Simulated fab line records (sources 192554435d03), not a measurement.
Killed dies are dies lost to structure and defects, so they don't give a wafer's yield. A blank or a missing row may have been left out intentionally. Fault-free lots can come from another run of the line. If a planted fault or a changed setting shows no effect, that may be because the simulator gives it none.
fab line records -- flow n5_finfet
record lots=7, wafers=21, last_day=18
route steps=1938 shown BEOL_M3@993 BEOL_M4@1111 PASSIVATION@1936
lots with no fault: from the same line, run without faults
start_h: hours from the record's opening day to when the first of the lot's shown wafers began -- wait_h: hours from the lot's prior step to this one -- " as in the row above -- L1.1+2: a single row standing in for several wafers -- - either no value or no given start -- * or withheld: withheld -- < > ~ a bound
route shown NAME@n: names a module that has steps shown in the file, with the first one's number in the route -- usual: mean/standard deviation taken from wafers without a fault -- same: alike in all rows -- chamber/n: place in a boat -- sites: the reading at each site -- _std_site: their standard deviation -- _edge_site: outer sites' mean less inner sites' -- radius_mm: how far each site lies from the wafer's centre -- mask NAME#n: copy n -- behind: the tool/chamber that last shaped the wafer -- hold: cause of the lot's hold/its duration in hours/its outcome -- device: the n, p or np transistor that did not switch -- end of line: the tests these same wafers got at the end of their route -- a step with no rows: only its recipe -- killed: the dies lost at the first sort to structure and to defects; this is not the yield of the wafer -- map: the dies of a wafer, with x for killed, . for not killed, _ for no die there
set.NAME: the setting as run; set.NAME@STEP: as run at that earlier step -- model.NAME: the simulator's own value behind a step, which no gauge read
lots at selected steps of the route; one table per step, one row per wafer
services: from which hour (start_h, from the record's first day; less than 0 if before it) a tool's chamber was out of use, for how many hours, and why
## steps
# step N5_BEOL_M3_CVD_47
# recipe material=Co, target_thk_a=30, temp_c=withheld, precursor=CCTBA/H2, pressure_torr=30, time_s=223.8
# step N5_BEOL_M3_SPUTTER_48
# recipe material=Cu, target_thk_a=45, temp_c=-20, chamber_pressure_pa=0.07, power_w=withheld, time_s=8.29
# usual chuck_sensor_temp_C=-16.0/0.44, throttle_valve_pct=30.2/1
lot.wafer,tool,chamber,start_h,wait_h,chuck_sensor_temp_C,throttle_valve_pct
L255.2,pvd_sputter-01,-,151.29,0.1,-16.7,30.1
L255.3,pvd_sputter-01,-,151.29,0.1,-16.3,29.8
L255.5,pvd_sputter-01,-,151.29,0.1,-15.3,30.1
L257.1,pvd_sputter-01,-,156.54,0.2,-15.2,29.9
L257.2,pvd_sputter-01,-,156.54,0.2,-16.2,29.6
L257.5,pvd_sputter-01,-,156.54,0.2,-16.7,30.2
L270.1,pvd_sputter-02,-,255.66,0.2,-16.0,28.4
L270.2,pvd_sputter-02,-,255.66,0.2,-15.6,30.1
L270.3,pvd_sputter-02,-,255.66,0.2,-16.4,30.0
L271.2,pvd_sputter-01,-,271.30,0.1,-15.5,32.1
L271.4,pvd_sputter-01,-,271.30,0.1,-15.4,30.3
L271.6,pvd_sputter-01,-,271.30,0.1,-16.7,30.1
L269.1,pvd_sputter-02,-,276.08,0.1,-16.5,29.6
L269.3,pvd_sputter-02,-,276.08,0.1,-15.9,28.5
L269.4,pvd_sputter-02,-,276.08,0.1,-15.4,30.1
L272.4,pvd_sputter-03,-,279.84,0.0,-15.9,31.2
L272.5,pvd_sputter-03,-,279.84,0.0,-15.7,31.4
L272.6,pvd_sputter-03,-,279.84,0.0,-15.6,30.3
L273.1,pvd_sputter-02,-,288.33,0.1,-16.3,31.9
L273.2,pvd_sputter-02,-,288.33,0.1,-16.6,30.0
L273.4,pvd_sputter-02,-,288.33,0.1,-16.1,28.5
# step N5_BEOL_M3_ANNEAL_49
# recipe temp_c=400, time_s=240, ambient=vacuum
# step N5_BEOL_M3_SPUTTER_79
# recipe material=Cu, target_thk_a=45, temp_c=-20, chamber_pressure_pa=0.07, power_w=withheld, time_s=8.29
# usual chuck_sensor_temp_C=-16.0/0.43, throttle_valve_pct=30.1/1.1
lot.wafer,tool,chamber,start_h,wait_h,chuck_sensor_temp_C,throttle_valve_pct
L255.2,pvd_sputter-01,-,151.51,0.1,-16.8,30.1
L255.3,pvd_sputter-01,-,151.51,0.1,-16.4,29.8
L255.5,pvd_sputter-01,-,151.51,0.1,-15.2,30.1
L257.1,pvd_sputter-01,-,156.76,0.1,-15.4,30.1
L257.2,pvd_sputter-01,-,156.76,0.1,-16.5,30.0
L257.5,pvd_sputter-01,-,156.76,0.1,-16.7,30.1
L270.1,pvd_sputter-02,-,255.88,0.1,-16.2,28.4
L270.2,pvd_sputter-02,-,255.88,0.1,-15.6,30.1
L270.3,pvd_sputter-02,-,255.88,0.1,-16.5,30.0
L271.2,pvd_sputter-01,-,271.52,0.1,-15.6,31.7
L271.4,pvd_sputter-01,-,271.52,0.1,-15.3,30.3
L271.6,pvd_sputter-01,-,271.52,0.1,-16.6,30.2
L269.1,pvd_sputter-02,-,276.30,0.1,-16.6,29.9
L269.3,pvd_sputter-02,-,276.30,0.1,-15.8,28.2
L269.4,pvd_sputter-02,-,276.30,0.1,-15.7,30.0
L272.4,pvd_sputter-03,-,280.06,0.1,-15.8,31.3
L272.5,pvd_sputter-03,-,280.06,0.1,-15.8,31.2
L272.6,pvd_sputter-03,-,280.06,0.1,-15.4,30.3
L273.1,pvd_sputter-02,-,288.57,0.1,-16.3,32.0
L273.2,pvd_sputter-02,-,288.57,0.1,-16.6,29.7
L273.4,pvd_sputter-02,-,288.57,0.1,-16.1,28.3
# step N5_BEOL_M3_ANNEAL_80
# recipe temp_c=400, time_s=240, ambient=vacuum
# step N5_BEOL_M3_SPUTTER_81
# recipe material=Cu, target_thk_a=45, temp_c=-20, chamber_pressure_pa=0.07, power_w=withheld, time_s=8.29
# usual chuck_sensor_temp_C=-16.0/0.43, throttle_valve_pct=30.1/1
lot.wafer,tool,chamber,start_h,wait_h,chuck_sensor_temp_C,throttle_valve_pct
L255.2,pvd_sputter-01,-,151.73,0.1,-16.6,30.2
L255.3,pvd_sputter-01,-,151.73,0.1,-16.1,30.0
L255.5,pvd_sputter-01,-,151.73,0.1,-15.3,30.3
L257.1,pvd_sputter-01,-,156.98,0.1,-15.2,30.1
L257.2,pvd_sputter-01,-,156.98,0.1,-16.2,29.9
L257.5,pvd_sputter-01,-,156.98,0.1,-16.7,30.0
L270.1,pvd_sputter-02,-,256.10,0.1,-15.9,28.4
L270.2,pvd_sputter-02,-,256.10,0.1,-15.6,30.0
L270.3,pvd_sputter-02,-,256.10,0.1,-16.4,29.8
L271.2,pvd_sputter-01,-,271.74,0.1,-15.7,31.9
L271.4,pvd_sputter-01,-,271.74,0.1,-15.2,30.1
L271.6,pvd_sputter-01,-,271.74,0.1,-16.7,29.8
L269.1,pvd_sputter-02,-,276.52,0.1,-16.5,29.7
L269.3,pvd_sputter-02,-,276.52,0.1,-15.8,28.4
L269.4,pvd_sputter-02,-,276.52,0.1,-15.6,29.9
L272.4,pvd_sputter-03,-,280.28,0.1,-16.0,31.2
L272.5,pvd_sputter-03,-,280.28,0.1,-15.8,31.5
L272.6,pvd_sputter-03,-,280.28,0.1,-15.5,30.2
L273.1,pvd_sputter-02,-,288.81,0.1,-16.4,31.6
L273.2,pvd_sputter-02,-,288.81,0.1,-16.7,29.8
L273.4,pvd_sputter-02,-,288.81,0.1,-16.2,28.8
# step N5_BEOL_M3_ANNEAL_82
# recipe temp_c=400, time_s=240, ambient=vacuum
# usual heater_power_w=844/70, susceptor_temp_C=399.98/0.25
lot.wafer,tool,chamber,start_h,wait_h,heater_power_w,susceptor_temp_C
L255.2,pvd_sputter-01,-,151.81,0.0,993,400.13
L255.3,pvd_sputter-01,-,151.81,0.0,756,399.50
L255.5,pvd_sputter-01,-,151.81,0.0,729,399.66
L257.1,pvd_sputter-01,-,157.06,0.0,739,399.79
L257.2,pvd_sputter-01,-,157.06,0.0,721,399.65
L257.5,pvd_sputter-01,-,157.06,0.0,952,400.31
L270.1,pvd_sputter-02,-,256.18,0.0,801,399.93
L270.2,pvd_sputter-02,-,256.18,0.0,904,399.78
L270.3,pvd_sputter-02,-,256.18,0.0,820,399.98
L271.2,pvd_sputter-01,-,271.82,0.0,912,400.38
L271.4,pvd_sputter-01,-,271.82,0.0,750,399.77
L271.6,pvd_sputter-01,-,271.82,0.0,984,399.48
L269.1,pvd_sputter-02,-,276.60,0.0,836,399.78
L269.3,pvd_sputter-02,-,276.60,0.0,808,399.87
L269.4,pvd_sputter-02,-,276.60,0.0,899,400.24
L272.4,pvd_sputter-03,-,280.36,0.0,894,400.20
L272.5,pvd_sputter-03,-,280.36,0.0,864,400.04
L272.6,pvd_sputter-03,-,280.36,0.0,732,400.17
L273.1,pvd_sputter-02,-,288.89,0.0,875,400.40
L273.2,pvd_sputter-02,-,288.89,0.0,855,399.90
L273.4,pvd_sputter-02,-,288.89,0.0,820,400.02
# step N5_BEOL_M3_SPUTTER_86
# recipe material=Cu, target_thk_a=45, temp_c=-20, chamber_pressure_pa=0.07, power_w=withheld, time_s=8.29
# step N5_BEOL_M3_ANNEAL_87
# recipe temp_c=400, time_s=240, ambient=vacuum
# usual heater_power_w=842/71, susceptor_temp_C=399.98/0.24
lot.wafer,tool,chamber,start_h,wait_h,heater_power_w,susceptor_temp_C
L255.2,pvd_sputter-01,-,152.03,0.0,992,399.53
L255.3,pvd_sputter-01,-,152.03,0.0,729,400.13
L255.5,pvd_sputter-01,-,152.03,0.0,735,400.28
L257.1,pvd_sputter-01,-,157.28,0.0,726,400.12
L257.2,pvd_sputter-01,-,157.28,0.0,734,400.53
L257.5,pvd_sputter-01,-,157.28,0.0,977,399.74
L270.1,pvd_sputter-02,-,256.40,0.0,830,399.72
L270.2,pvd_sputter-02,-,256.40,0.0,929,399.51
L270.3,pvd_sputter-02,-,256.40,0.0,826,399.99
L271.2,pvd_sputter-01,-,272.04,0.0,925,399.75
L271.4,pvd_sputter-01,-,272.04,0.0,744,399.66
L271.6,pvd_sputter-01,-,272.04,0.0,984,399.85
L269.1,pvd_sputter-02,-,276.82,0.0,840,399.70
L269.3,pvd_sputter-02,-,276.82,0.0,813,399.89
L269.4,pvd_sputter-02,-,276.82,0.0,913,399.47
L272.4,pvd_sputter-03,-,280.58,0.0,914,400.41
L272.5,pvd_sputter-03,-,280.58,0.0,902,400.06
L272.6,pvd_sputter-03,-,280.58,0.0,724,400.16
L273.1,pvd_sputter-02,-,289.13,0.0,861,399.98
L273.2,pvd_sputter-02,-,289.13,0.0,830,399.79
L273.4,pvd_sputter-02,-,289.13,0.0,811,400.25
# step N5_BEOL_M3_SPUTTER_88
# recipe material=Cu, target_thk_a=45, temp_c=-20, chamber_pressure_pa=0.07, power_w=withheld, time_s=8.29
# step N5_BEOL_M3_ANNEAL_89
# recipe temp_c=400, time_s=240, ambient=vacuum
# step N5_BEOL_M3_SPUTTER_90
# recipe material=Cu, target_thk_a=45, temp_c=-20, chamber_pressure_pa=0.07, power_w=withheld, time_s=8.29
# step N5_BEOL_M3_ANNEAL_91
# recipe temp_c=400, time_s=240, ambient=vacuum
# usual heater_power_w=843/70, susceptor_temp_C=400.01/0.24
lot.wafer,tool,chamber,start_h,wait_h,heater_power_w,susceptor_temp_C
L255.2,pvd_sputter-01,-,152.47,0.0,965,400.08
L255.3,pvd_sputter-01,-,152.47,0.0,750,400.21
L255.5,pvd_sputter-01,-,152.47,0.0,727,400.34
L257.1,pvd_sputter-01,-,157.72,0.0,753,400.12
L257.2,pvd_sputter-01,-,157.72,0.0,723,400.06
L257.5,pvd_sputter-01,-,157.72,0.0,1004,400.23
L270.1,pvd_sputter-02,-,256.84,0.0,-,-
L270.2,pvd_sputter-02,-,256.84,0.0,-,-
L270.3,pvd_sputter-02,-,256.84,0.0,-,-
L271.2,pvd_sputter-01,-,272.48,0.0,-,-
L271.4,pvd_sputter-01,-,272.48,0.0,-,-
L271.6,pvd_sputter-01,-,272.48,0.0,-,-
L269.1,pvd_sputter-02,-,277.26,0.0,-,-
L269.3,pvd_sputter-02,-,277.26,0.0,-,-
L269.4,pvd_sputter-02,-,277.26,0.0,-,-
L272.4,pvd_sputter-03,-,281.02,0.0,892,400.10
L272.5,pvd_sputter-03,-,281.02,0.0,903,400.06
L272.6,pvd_sputter-03,-,281.02,0.0,729,400.15
L273.1,pvd_sputter-02,-,289.61,0.0,871,399.90
L273.2,pvd_sputter-02,-,289.61,0.0,864,399.83
L273.4,pvd_sputter-02,-,289.61,0.0,836,400.20
# step N5_BEOL_M3_SPUTTER_92
# recipe material=Cu, target_thk_a=45, temp_c=-20, chamber_pressure_pa=0.07, power_w=withheld, time_s=8.29
# step N5_BEOL_M4_RC_MEAS_101
# usual DIBL_N=36.3/2, DIBL_P=36.3/2.4, IOFF_N=0.16/0.034, IOFF_P=0.21/0.035, ION_N=672/12, ION_P=459/6.5, SS_N=71.6/0.67, SS_P=73.3/0.71, VT_N=250/3.5, VT_P=-251/3
lot.wafer,tool,chamber,start_h,wait_h,DIBL_N[mV/V],DIBL_P[mV/V],IOFF_N[nA/um],IOFF_P[nA/um],ION_N[uA/um],ION_P[uA/um],SS_N[mV/dec],SS_P[mV/dec],VT_N[mV],VT_P[mV]
L255.2,prober-02,0,168.59,0.2,39.1,37.4,0.18,0.24,670,462,72.4,72.9,248,-247
L255.3,prober-02,0,168.59,0.2,35.9,33.7,0.13,0.18,685,467,70.7,73.0,252,-249
L255.5,prober-02,0,168.59,0.2,34.6,32.9,0.11,0.17,648,453,70.7,72.7,255,-252
L257.1,prober-02,0,175.37,0.0,35.2,34.8,0.14,0.20,678,464,71.0,73.2,253,-249
L257.2,prober-02,0,175.37,0.0,33.0,32.0,0.11,0.16,658,454,70.8,72.1,256,-253
L257.5,prober-02,0,175.37,0.0,31.8,31.1,0.10,0.15,654,456,70.5,71.9,256,-256
L270.1,prober-01,0,286.38,0.0,35.8,36.9,0.16,0.23,665,459,71.2,72.6,248,-249
L270.2,prober-01,0,286.38,0.0,35.9,35.9,0.16,0.22,663,457,72.1,73.2,247,-246
L270.3,prober-01,0,286.38,0.0,37.4,37.9,0.19,0.26,681,467,72.0,73.2,247,-247
L269.1,prober-01,0,288.20,0.0,39.1,37.0,0.20,0.22,677,455,71.3,74.1,246,-250
L269.3,prober-01,0,288.20,0.0,37.6,37.0,0.17,0.23,691,475,71.6,73.3,250,-248
L269.4,prober-01,0,288.20,0.0,36.3,34.6,0.13,0.18,668,454,71.3,72.6,252,-253
L272.4,prober-02,0,293.75,0.5,39.2,39.7,0.19,0.25,688,469,72.0,74.3,246,-248
L272.5,prober-02,0,293.75,0.5,39.5,39.5,0.21,0.25,688,467,72.1,73.6,247,-248
L272.6,prober-02,0,293.75,0.5,38.6,39.2,0.18,0.24,676,461,71.6,73.6,247,-246
L271.2,prober-02,0,303.11,0.2,36.4,37.4,0.15,0.21,669,465,71.6,72.7,252,-247
L271.4,prober-02,0,303.11,0.2,33.7,33.8,0.12,0.17,669,471,70.9,71.8,252,-251
L271.6,prober-02,0,303.11,0.2,36.4,36.4,0.15,0.20,660,458,71.6,73.0,250,-249
L273.1,prober-02,0,318.71,0.0,35.9,35.4,0.17,0.19,672,457,71.6,73.7,249,-253
L273.2,prober-02,0,318.71,0.0,34.7,34.2,0.14,0.18,674,451,71.0,72.9,252,-251
L273.4,prober-02,0,318.71,0.0,37.3,38.2,0.22,0.24,687,459,72.3,74.5,243,-250
# step N5_PASSIVATION_PROBE_49
# usual defect_limited_yield=91.4/1.5, killed_at_M0_to_M3=33/11, killed_at_M4_up=14/5.3, killed_at_contacts=13/6.2, killed_at_front_end=39/13, killed_at_other=3.1/2.8, killed_dies=102/17, killed_open=68/13, killed_short=32/7.8, sort_bin_5_function=5.1/0.95, sort_bin_6_memory=3.2/0.7, sort_n_pass=1078/18, sort_yield_pct=91.3/1.5
# same gross_dies=1180, killed_at_back_side=0, sort_bin_4_leakage[%]=0, sort_bin_8_speed[%]=0
lot.wafer,tool,chamber,start_h,wait_h,defect_limited_yield[%],killed_at_M0_to_M3,killed_at_M4_up,killed_at_contacts,killed_at_front_end,killed_at_other,killed_dies,killed_open,killed_short,sort_bin_5_function[%],sort_bin_6_memory[%],sort_n_pass,sort_yield_pct[%]
L270.1,prober-02,-,388.63,0.0,92.8,25,5,21,33,1,85,60,25,3.6,3.4,1095,92.8
L270.2,prober-02,-,388.68,0.1,90.2,37,15,34,27,3,116,68,43,5.1,4.2,1064,90.2
L270.3,prober-02,-,388.73,0.1,89.9,47,8,14,48,2,119,71,42,5.9,3.5,1061,89.9
L269.1,prober-02,-,393.11,0.0,89.7,41,16,16,47,2,122,82,39,5.9,4.2,1058,89.7
L269.3,prober-02,-,393.21,0.1,90.3,22,10,17,58,7,114,69,41,5.2,3.6,1066,90.3
L269.4,prober-02,-,393.26,0.2,86.8,31,10,11,103,1,156,104,48,8.8,4.1,1024,86.8
L273.1,prober-02,-,425.56,0.0,89.4,52,16,5,50,2,125,79,44,6.1,4.1,1055,89.4
L273.2,prober-02,-,425.61,0.1,90.6,41,8,8,51,3,111,70,39,5.3,3.8,1069,90.6
L273.4,prober-02,-,425.71,0.2,91.0,37,11,19,33,6,106,70,35,5.6,2.8,1074,91.0
# killed by level:class
L270.1 MOL_CONTACT_COAG:geometric_particle:open=15 FIN_SAQP:geometric_particle:open=8 GATE_CUT:geometric_particle:open=7 BEOL_M2:geometric_particle:open=7 GATE_CUT:geometric_particle:short=6 MOL_CONTACT_COAG:geometric_particle:short=6 BEOL_M0_SAQP:geometric_particle:short=6 BEOL_M0_SAQP:geometric_particle:open=5
L270.2 MOL_CONTACT_COAG:geometric_particle:open=30 BEOL_M0_SAQP:geometric_particle:short=15 BEOL_M0_SAQP:geometric_particle:open=8 BEOL_M2:geometric_particle:open=8 BEOL_M4:geometric_particle:short=5 STI_FIN_REVEAL:geometric_particle:open=4 GATE_CUT:geometric_particle:short=4 MOL_CONTACT_COAG:geometric_particle:short=4
L270.3 BEOL_M0_SAQP:geometric_particle:short=12 GATE_CUT:geometric_particle:short=10 MOL_CONTACT_COAG:geometric_particle:open=10 BEOL_M2:geometric_particle:open=10 GATE_CUT:geometric_particle:open=9 BEOL_M1:geometric_particle:open=9 FIN_SAQP:geometric_particle:open=8 FIN_SAQP:geometric_particle:short=6
L269.1 STI_FIN_REVEAL:geometric_particle:open=20 BEOL_M3:geometric_particle:open=15 MOL_CONTACT_COAG:geometric_particle:open=11 FIN_SAQP:geometric_particle:open=7 BEOL_M2:geometric_particle:open=7 FIN_SAQP:geometric_particle:short=5 BEOL_M0_SAQP:geometric_particle:open=5 DUMMY_GATE:geometric_particle:open=5
L269.3 STI_FIN_REVEAL:geometric_particle:open=17 MOL_CONTACT_COAG:geometric_particle:open=13 FIN_SAQP:geometric_particle:short=11 FIN_SAQP:geometric_particle:open=6 DUMMY_GATE:geometric_particle:open=5 BEOL_M3:geometric_particle:open=5 MOL_CONTACT_COAG:geometric_particle:short=4 BEOL_M0_SAQP:geometric_particle:short=4
L269.4 STI_FIN_REVEAL:geometric_particle:open=37 FIN_SAQP:geometric_particle:open=21 FIN_SAQP:geometric_particle:short=10 STI_FIN_REVEAL:geometric_particle:short=10 BEOL_M3:geometric_particle:open=9 DUMMY_GATE:geometric_particle:open=7 MOL_CONTACT_COAG:geometric_particle:short=6 GATE_CUT:geometric_particle:short=5
L273.1 STI_FIN_REVEAL:geometric_particle:open=16 BEOL_M0_SAQP:geometric_particle:open=14 BEOL_M0_SAQP:geometric_particle:short=12 BEOL_M4:geometric_particle:open=9 DUMMY_GATE:geometric_particle:open=8 BEOL_M3:geometric_particle:short=7 BEOL_M2:geometric_particle:open=6 ILD0:geometric_particle:open=5
L273.2 FIN_SAQP:geometric_particle:short=10 STI_FIN_REVEAL:geometric_particle:open=9 BEOL_M0_SAQP:geometric_particle:short=8 MOL_CONTACT_COAG:geometric_particle:open=7 BEOL_M2:geometric_particle:open=7 FIN_SAQP:geometric_particle:open=6 BEOL_M0_SAQP:geometric_particle:open=6 DUMMY_GATE:geometric_particle:open=5
L273.4 MOL_CONTACT_COAG:geometric_particle:open=16 GATE_CUT:geometric_particle:short=8 BEOL_M0_SAQP:geometric_particle:open=8 BEOL_M0_SAQP:geometric_particle:short=6 BEOL_M2:geometric_particle:open=6 FIN_SAQP:geometric_particle:open=5 DUMMY_GATE:geometric_particle:open=5 BEOL_M3:geometric_particle:short=5
## services
tool,chamber,start_h,hours,kind
pvd_sputter-02,-,197.53,7.5,repair
## key
first_sign step=N5_BEOL_M3_ANNEAL_91, reading=tool_record, direction=missing
effect none on later readings
met_at N5_BEOL_M3_ANNEAL_91
struck_wafers L269.1,L269.3,L269.4,L270.1,L270.2,L270.3,L271.2,L271.4,L271.6
onset_between 157.72 256.84
fault kind=skipped_step_whole, tool=pvd_sputter-01,pvd_sputter-02, chamber=-, onset_h=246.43, steps=N5_BEOL_M3_ANNEAL_91, scope=struck_lots_only
